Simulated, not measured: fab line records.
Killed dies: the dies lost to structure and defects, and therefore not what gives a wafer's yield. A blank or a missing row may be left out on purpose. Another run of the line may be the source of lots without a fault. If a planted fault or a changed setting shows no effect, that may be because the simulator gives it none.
Matching of chambers | flow n5Finfet | N5_FIN_SAQP_HM_OPEN_33 on rieDiel-01: 4 sister chambers
The step chemistry CH3F/O2, target SiNx, target depth 49.4 nm, time 70.6 s. 18 wafers are shown with their chamber, then 9 later ones without.

== WAFERS, EACH WITH ITS CHAMBER ==
wafer  | chamber | drypumpMotorCurrentA (A) | throttleValvePct (%) | showerheadPlenumPTorr (Torr)
L074.2 | 3       | 6.1                      | 16.72                | 1.99
L074.3 | 1       | 6.7                      | 16.68                | 1.98
L074.5 | 1       | 6.7                      | 16.68                | 1.98
L075.1 | 1       | 6.6                      | 16.68                | 1.98
L075.5 | 3       | 6.1                      | 16.72                | 1.99
L075.6 | 2       | 5.1                      | 16.23                | 1.98
L083.2 | 2       | 5.1                      | 16.26                | 1.98
L083.5 | 3       | 6.1                      | 16.76                | 1.99
L083.6 | 0       | 6.0                      | 16.26                | 2.03
L084.1 | 0       | 6.0                      | 16.29                | 2.03
L084.5 | 0       | 6.0                      | 16.30                | 2.03
L084.6 | 1       | 6.7                      | 16.74                | 1.97
L088.1 | 3       | 6.0                      | 16.78                | 1.98
L088.3 | 1       | 6.7                      | 16.76                | 1.97
L088.5 | 3       | 6.0                      | 16.78                | 1.98
L089.1 | 2       | 5.1                      | 16.30                | 1.97
L089.2 | 1       | 6.7                      | 16.74                | 1.97
L089.5 | 2       | 5.2                      | 16.27                | 1.97

SIGNATURES, as means of the wafers listed above
reading               | chamber 0 | chamber 1 | chamber 2 | chamber 3 | scatter within a chamber
drypumpMotorCurrentA  | 6.000     | 6.683     | 5.125     | 6.060     | 0.0446
throttleValvePct      | 16.2833   | 16.7133   | 16.2650   | 16.7520   | 0.0316
showerheadPlenumPTorr | 2.0300    | 1.9750    | 1.9750    | 1.9860    | 0.00514
Rule: for each reading, subtract the chamber's mean from the wafer's reading, divide by that reading's scatter and square the result; add these up over the readings and take the root, which gives the wafer's distance from the chamber. If the next closest chamber is less than 2 further off than the closest, the wafer can't be placed; otherwise it belongs to the closest. How the scatter is found: for the shown wafers, subtract from each reading the mean of its chamber, square and add these, divide the total by (wafers less chambers), then take the root.

== WAFERS MISSING THEIR CHAMBER ==
wafer  | drypumpMotorCurrentA (A) | throttleValvePct (%) | showerheadPlenumPTorr (Torr)
L090.1 | 5.2                      | 16.30                | 1.97
L090.3 | 6.7                      | 16.76                | 1.96
L090.4 | 6.7                      | 16.76                | 1.96
L091.1 | 6.0                      | 16.32                | 2.03
L091.2 | 5.2                      | 16.31                | 1.97
L091.5 | 6.0                      | 16.34                | 2.03
L095.2 | 5.1                      | 16.32                | 1.96
L095.3 | 6.0                      | 16.34                | 2.02
L095.4 | 5.1                      | 16.32                | 1.96

== THE CHAMBER EACH PASSED THROUGH ==
wafer  | from the rows above | in truth
L090.1 | 2                   | 2
L090.3 | 1                   | 1
L090.4 | 1                   | 1
L091.1 | 0                   | 0
L091.2 | 2                   | 2
L091.5 | 0                   | 0
L095.2 | 2                   | 2
L095.3 | 0                   | 0
L095.4 | 2                   | 2
Placed correctly: 9 of 9. Can't be placed from these rows: 0. Wrongly placed: 0.
